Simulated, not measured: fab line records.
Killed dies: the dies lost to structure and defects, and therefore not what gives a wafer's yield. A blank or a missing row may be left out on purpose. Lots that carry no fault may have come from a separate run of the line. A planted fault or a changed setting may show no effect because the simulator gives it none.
Which tool was responsible? + flow nand-harc + 13 lots with 38 wafers sampled at 5 steps, on a route of 1302 steps

## WHAT THE GAUGES READ, wafer by wafer
NHARC_A_SLIT_CD_MEAS_21. Usual: cd-nm 290.0 nm, standard deviation 1.
| lot  | measured     | on        | cd-nm (nm)        | flag |
|------|--------------|-----------|-------------------|------|
| L441 | day 20 19:40 | cd-sem-02 | 290.8 290.2 289.9 |      |
| L443 | day 20 23:08 | cd-sem-02 | 289.2 289.3 289.1 |      |
| L445 | day 21 22:45 | cd-sem-03 | 289.9 290.2 289.6 |      |
| L446 | day 22 00:51 | cd-sem-03 | 289.9 290.7 290.2 |      |
| L447 | day 22 17:21 | cd-sem-03 | 289.3 290.9 289.8 |      |
| L451 | day 24 08:05 | cd-sem-01 | 291.7 290.4       |      |
| L454 | day 25 22:17 | cd-sem-01 | 289.6 289.5 288.1 |      |
| L458 | day 27 09:56 | cd-sem-01 | 289.5 288.0 290.0 |      |
| L459 | day 27 10:50 | cd-sem-03 | 289.6 289.4 290.0 |      |
| L461 | day 28 14:33 | cd-sem-03 | 290.0 290.3 290.2 |      |
| L462 | day 28 14:55 | cd-sem-01 | 290.2 289.8 288.2 |      |
| L460 | day 28 18:22 | cd-sem-03 | 290.3 290.0 290.3 |      |
| L463 | day 29 16:32 | cd-sem-02 | 290.1 290.9 290.1 |      |

NHARC_END_SORT_01. Usual: killed-at-array 58, standard deviation 20; killed-at-other 1.0, standard deviation 1.2; killed-at-periphery 4.1, standard deviation 3; killed-dies 63, standard deviation 20; killed-open 3.2, standard deviation 1.7; killed-short 2.5, standard deviation 1.5.
| lot  | measured     | on        | killed-at-array | killed-at-other | killed-at-periphery | killed-dies | killed-open | killed-short | flag |
|------|--------------|-----------|-----------------|-----------------|---------------------|-------------|-------------|--------------|------|
| L441 | day 25 06:03 | prober-01 | 74 65 63        | 0 1 0           | 2 2 0               | 76 68 63    | 4 1 1       | 4 2 0        |      |
| L443 | day 25 13:08 | prober-01 | 64 41 51        | 3 0 1           | 8 6 5               | 75 47 57    | 2 6 2       | 3 4 3        |      |
| L445 | day 26 09:28 | prober-01 | 102 79 82       | 1 2 4           | 8 2 7               | 111 83 93   | 4 2 5       | 2 2 2        |      |
| L446 | day 26 05:01 | prober-02 | 29 28 21        | 2 1 1           | 1 2 7               | 32 31 29    | 1 4 9       | 4 4 2        |      |
| L447 | day 26 21:34 | prober-02 | 59 57 67        | 0 0 0           | 1 0 2               | 60 57 69    | 3 0 4       | 1 2 1        |      |
| L451 | day 30 06:05 | prober-01 | 670 671         | 0 2             | 7 4                 | 677 677     | 1 0         | 2 2          | OFF  |
| L454 | day 31 20:49 | prober-01 | 50 673 60       | 0 1 2           | 1 3 2               | 51 677 64   | 3 4 3       | 3 4 4        | OFF  |
| L458 | day 31 15:04 | prober-02 | 72 70 57        | 1 0 0           | 1 3 3               | 74 73 60    | 4 4 3       | 1 7 3        |      |
| L459 | day 32 00:02 | prober-01 | 89 67 77        | 0 3 2           | 4 1 3               | 93 71 82    | 5 1 5       | 4 4 2        |      |
| L461 | day 33 00:31 | prober-01 | 64 52 48        | 2 0 3           | 4 5 3               | 70 57 54    | 4 4 4       | 2 4 1        |      |
| L462 | day 33 08:15 | prober-02 | 61 69 57        | 1 0 1           | 3 6 1               | 65 75 59    | 3 4 4       | 2 0 4        |      |
| L460 | day 33 00:26 | prober-02 | 75 82 78        | 4 1 3           | 8 6 6               | 87 89 87    | 1 4 2       | 3 2 0        |      |
| L463 | day 33 19:42 | prober-02 | 46 41 44        | 0 2 2           | 3 2 0               | 49 45 46    | 2 3 2       | 1 0 5        |      |

## WHICH TOOL RAN EACH LOT (tool, then ch and the chambers of the sampled wafers, then the start)
| lot  | NHARC_A_SLIT_ETCH_26             | NHARC_A_WL_FILL_CVD_03        | NHARC_A_WL_FILL_STRIP_27             |
|------|----------------------------------|-------------------------------|--------------------------------------|
| L441 | har-etch-01 ch 0,1, day 20 18:18 | cvd-w-01 ch 0,1, day 21 03:22 | plasma-asher-01 ch 0,1, day 21 04:05 |
| L443 | har-etch-02 ch 0,1, day 20 21:49 | cvd-w-02 ch 0,1, day 21 06:49 | plasma-asher-02 ch 0,1, day 21 07:34 |
| L445 | har-etch-01 ch 0,1, day 21 21:23 | cvd-w-01 ch 0,1, day 22 06:28 | plasma-asher-01 ch 0,1, day 22 07:10 |
| L446 | har-etch-02 ch 0,1, day 21 23:28 | cvd-w-02 ch 0,1, day 22 08:28 | plasma-asher-02 ch 0,1, day 22 09:15 |
| L447 | har-etch-02 ch 0,1, day 22 15:56 | cvd-w-02 ch 0,1, day 23 01:02 | plasma-asher-01 ch 0,1, day 23 01:47 |
| L451 | har-etch-01 ch 1, day 24 06:44   | cvd-w-02 ch 0, day 24 16:44   | plasma-asher-01 ch 0,1, day 24 17:26 |
| L454 | har-etch-01 ch 0,1, day 25 20:50 | cvd-w-02 ch 0,1, day 26 05:59 | plasma-asher-01 ch 0,1, day 26 06:43 |
| L458 | har-etch-01 ch 0, day 27 08:30   | cvd-w-01 ch 1, day 27 17:35   | plasma-asher-01 ch 0, day 27 18:17   |
| L459 | har-etch-02 ch 0,1, day 27 09:30 | cvd-w-01 ch 0,1, day 27 18:00 | plasma-asher-02 ch 0,1, day 27 18:40 |
| L461 | har-etch-01 ch 0,1, day 28 13:08 | cvd-w-02 ch 0,1, day 28 22:08 | plasma-asher-01 ch 0,1, day 28 22:54 |
| L462 | har-etch-02 ch 0,1, day 28 13:29 | cvd-w-01 ch 0,1, day 28 22:08 | plasma-asher-02 ch 0,1, day 28 22:54 |
| L460 | har-etch-01 ch 0,1, day 28 16:57 | cvd-w-02 ch 0,1, day 29 02:31 | plasma-asher-01 ch 0,1, day 29 03:17 |
| L463 | har-etch-01 ch 0,1, day 29 15:11 | cvd-w-02 ch 0,1, day 30 00:20 | plasma-asher-02 ch 0,1, day 30 01:02 |
- NHARC_A_SLIT_ETCH_26: etches the open film in C4F8/O2/Ar, time 90 s, target depth 400 nm.
- NHARC_A_WL_FILL_CVD_03: deposits W, target thk 40 nm, time 279 s.
- NHARC_A_WL_FILL_STRIP_27: strips in N2/H2, time 20 s.

## WHAT THE TOOLS THEMSELVES READ (means of the sampled wafers that have a number; where no wafer has one, the mark that the record gives instead)
NHARC_A_SLIT_ETCH_26. Usual: chamber-pressure-mTorr 24.998 mTorr, standard deviation 0.022; drypump-motor-current-A 6.2 A, standard deviation 0.37; showerhead-plenum-p-Torr 3.73 Torr, standard deviation 0.12; throttle-valve-pct 27.621 %, standard deviation 0.0094.
| lot  | tool        | chamber-pressure-mTorr (mTorr) | drypump-motor-current-A (A) | showerhead-plenum-p-Torr (Torr) | throttle-valve-pct (%) | flag |
|------|-------------|--------------------------------|-----------------------------|---------------------------------|------------------------|------|
| L441 | har-etch-01 | 24.993                         | 6.1                         | 3.68                            | 27.619                 |      |
| L443 | har-etch-02 | 24.997                         | 6.5                         | 3.80                            | 27.626                 |      |
| L445 | har-etch-01 | 24.999                         | 6.1                         | 3.67                            | 27.619                 |      |
| L446 | har-etch-02 | 25.003                         | 6.5                         | 3.79                            | 27.617                 |      |
| L447 | har-etch-02 | 24.997                         | 6.1                         | 3.86                            | 27.622                 |      |
| L451 | har-etch-01 | 25.023                         | 6.0                         | 3.65                            | 27.605                 |      |
| L454 | har-etch-01 | 24.974                         | 6.1                         | 3.64                            | 27.613                 |      |
| L458 | har-etch-01 | 24.982                         | 6.2                         | 3.63                            | 27.624                 |      |
| L459 | har-etch-02 | 24.993                         | 6.1                         | 3.82                            | 27.621                 |      |
| L461 | har-etch-01 | 24.989                         | 6.1                         | 3.62                            | 27.622                 |      |
| L462 | har-etch-02 | 24.999                         | 6.5                         | 3.74                            | 27.618                 |      |
| L460 | har-etch-01 | 25.011                         | 6.1                         | 3.62                            | 27.616                 |      |
| L463 | har-etch-01 | 24.982                         | 6.1                         | 3.61                            | 27.623                 |      |

NHARC_A_WL_FILL_CVD_03. Usual: heater-power-w 454 W, standard deviation 30; throttle-valve-pct 7.88 %, standard deviation 0.17.
| lot  | tool     | heater-power-w (W) | throttle-valve-pct (%) | flag |
|------|----------|--------------------|------------------------|------|
| L441 | cvd-w-01 | 471                | 7.88                   |      |
| L443 | cvd-w-02 | 447                | 7.89                   |      |
| L445 | cvd-w-01 | 484                | 7.86                   |      |
| L446 | cvd-w-02 | 443                | 7.73                   |      |
| L447 | cvd-w-02 | 446                | 7.92                   |      |
| L451 | cvd-w-02 | 425                | 8.09                   |      |
| L454 | cvd-w-02 | 442                | 7.90                   |      |
| L458 | cvd-w-01 | 424                | 7.87                   |      |
| L459 | cvd-w-01 | 473                | 7.93                   |      |
| L461 | cvd-w-02 | 463                | 7.89                   |      |
| L462 | cvd-w-01 | 448                | 7.91                   |      |
| L460 | cvd-w-02 | 459                | 7.70                   |      |
| L463 | cvd-w-02 | 461                | 7.95                   |      |

NHARC_A_WL_FILL_STRIP_27. Usual: drypump-motor-current-A 5.7 A, standard deviation 0.45; heater-power-w 318 W, standard deviation 25.
| lot  | tool            | drypump-motor-current-A (A) | heater-power-w (W) | flag |
|------|-----------------|-----------------------------|--------------------|------|
| L441 | plasma-asher-01 | 5.4                         | 315                |      |
| L443 | plasma-asher-02 | 6.2                         | 348                |      |
| L445 | plasma-asher-01 | 5.3                         | 302                |      |
| L446 | plasma-asher-02 | 6.2                         | 347                |      |
| L447 | plasma-asher-01 | 5.3                         | 299                |      |
| L451 | plasma-asher-01 | 5.3                         | 296                |      |
| L454 | plasma-asher-01 | 5.3                         | 304                |      |
| L458 | plasma-asher-01 | 5.6                         | 301                |      |
| L459 | plasma-asher-02 | 6.2                         | 355                |      |
| L461 | plasma-asher-01 | 5.4                         | 300                |      |
| L462 | plasma-asher-02 | 6.2                         | 352                |      |
| L460 | plasma-asher-01 | 5.3                         | 299                |      |
| L463 | plasma-asher-02 | 6.2                         | 354                |      |

## THE ANSWER, worked out from the rows above alone
Rule: a lot is off if the mean of its wafers that have a number lies more than 3 standard deviations from the usual mean. A lot without any number at a reading at which 4 lots or more have one is off too. The other lots that the step has rows for count as sound. Order of review: gauges by route order, followed by the tools' own readings, for which a lot's mean as printed above is used. At the first step where some lot is off, the reading lying furthest off is the one used; lots without a number count as furthest.
Off: L451, L454, at NHARC_END_SORT_01 (killed-dies).
If a tool, at a process step before that reading, ran all the lots that are off and no sound lot after the first of them, it fits. Those tools and the gauges at NHARC_END_SORT_01 are tried in the same way. Not one of the candidates tried fits.

## WHAT WAS PUT IN BY THE SIMULATOR
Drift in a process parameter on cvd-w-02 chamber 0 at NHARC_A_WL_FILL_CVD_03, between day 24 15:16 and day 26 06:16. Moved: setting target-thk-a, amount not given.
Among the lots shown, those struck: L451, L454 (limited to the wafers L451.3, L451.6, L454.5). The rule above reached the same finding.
